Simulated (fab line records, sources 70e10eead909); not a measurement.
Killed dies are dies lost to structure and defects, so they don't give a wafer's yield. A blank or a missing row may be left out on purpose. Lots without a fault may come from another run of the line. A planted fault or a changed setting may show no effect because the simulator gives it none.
Chamber matching | flow nand_harc | NHARC_P_M2_ETCH_35 on rie_diel-07: 4 sister chambers
The step etches the open film in N2/H2, target depth 40 nm, overetch 12 nm, time 43.94 s. 18 wafers are shown with their chamber, then 9 later ones without.

WAFERS WITH THEIR CHAMBER
wafer  | chamber | showerhead_plenum_p_Torr (Torr) | drypump_motor_current_A (A) | rf_vpp_V (V)
L255.3 | 1       | 2.15                            | 5.42                        | 432.6
L255.4 | 0       | 2.06                            | 5.20                        | 431.0
L255.6 | 1       | 2.15                            | 5.42                        | 434.5
L258.1 | 1       | 2.15                            | 5.42                        | 433.3
L258.4 | 0       | 2.06                            | 5.23                        | 430.6
L258.6 | 3       | 2.20                            | 5.79                        | 434.7
L259.1 | 0       | 2.06                            | 5.22                        | 431.4
L259.5 | 1       | 2.15                            | 5.40                        | 432.9
L259.6 | 2       | 2.19                            | 5.71                        | 434.8
L267.3 | 0       | 2.05                            | 5.24                        | 429.2
L267.5 | 2       | 2.19                            | 5.74                        | 433.5
L267.6 | 3       | 2.19                            | 5.77                        | 434.6
L268.1 | 2       | 2.19                            | 5.71                        | 435.2
L268.2 | 0       | 2.05                            | 5.21                        | 431.3
L268.5 | 3       | 2.19                            | 5.79                        | 434.8
L273.1 | 1       | 2.15                            | 5.40                        | 434.1
L273.3 | 3       | 2.19                            | 5.80                        | 434.4
L273.6 | 0       | 2.05                            | 5.20                        | 430.0

SIGNATURES (means of the wafers above)
reading                  | chamber 0 | chamber 1 | chamber 2 | chamber 3 | scatter within a chamber
showerhead_plenum_p_Torr | 2.0550    | 2.1500    | 2.1900    | 2.1925    | 0.00401
drypump_motor_current_A  | 5.2167    | 5.4120    | 5.7200    | 5.7875    | 0.0144
rf_vpp_V                 | 430.583   | 433.480   | 434.500   | 434.625   | 0.749
Rule: a wafer's distance from a chamber is the root of the sum, over the readings, of the square of ((its reading less the chamber's mean) divided by the reading's scatter). The wafer belongs to the nearest chamber; if the next one is less than 2 further off, it can't be placed. The scatter: the root of (the sum of the squares of (reading less its chamber's mean) over the shown wafers, divided by (wafers less chambers)).

WAFERS WITHOUT THEIR CHAMBER
wafer  | showerhead_plenum_p_Torr (Torr) | drypump_motor_current_A (A) | rf_vpp_V (V)
L274.1 | 2.19                            | 5.71                        | 435.0
L274.2 | 2.15                            | 5.41                        | 433.6
L274.6 | 2.05                            | 5.21                        | 431.1
L276.2 | 2.15                            | 5.42                        | 432.3
L276.3 | 2.05                            | 5.22                        | 429.9
L276.4 | 2.19                            | 5.74                        | 433.8
L277.1 | 2.19                            | 5.78                        | 433.7
L277.2 | 2.15                            | 5.40                        | 433.5
L277.3 | 2.05                            | 5.21                        | 430.4

WHICH CHAMBER EACH WENT THROUGH
wafer  | from the rows above     | in truth
L274.1 | 2                       | 2
L274.2 | 1                       | 1
L274.6 | 0                       | 0
L276.2 | 1                       | 1
L276.3 | 0                       | 0
L276.4 | can't be placed: 2 or 3 | 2
L277.1 | 3                       | 3
L277.2 | 1                       | 1
L277.3 | 0                       | 0
Placed correctly: 8 of 9. Can't be placed from these rows: 1 (the true chamber is among the candidates in 1). Placed wrongly: 0.
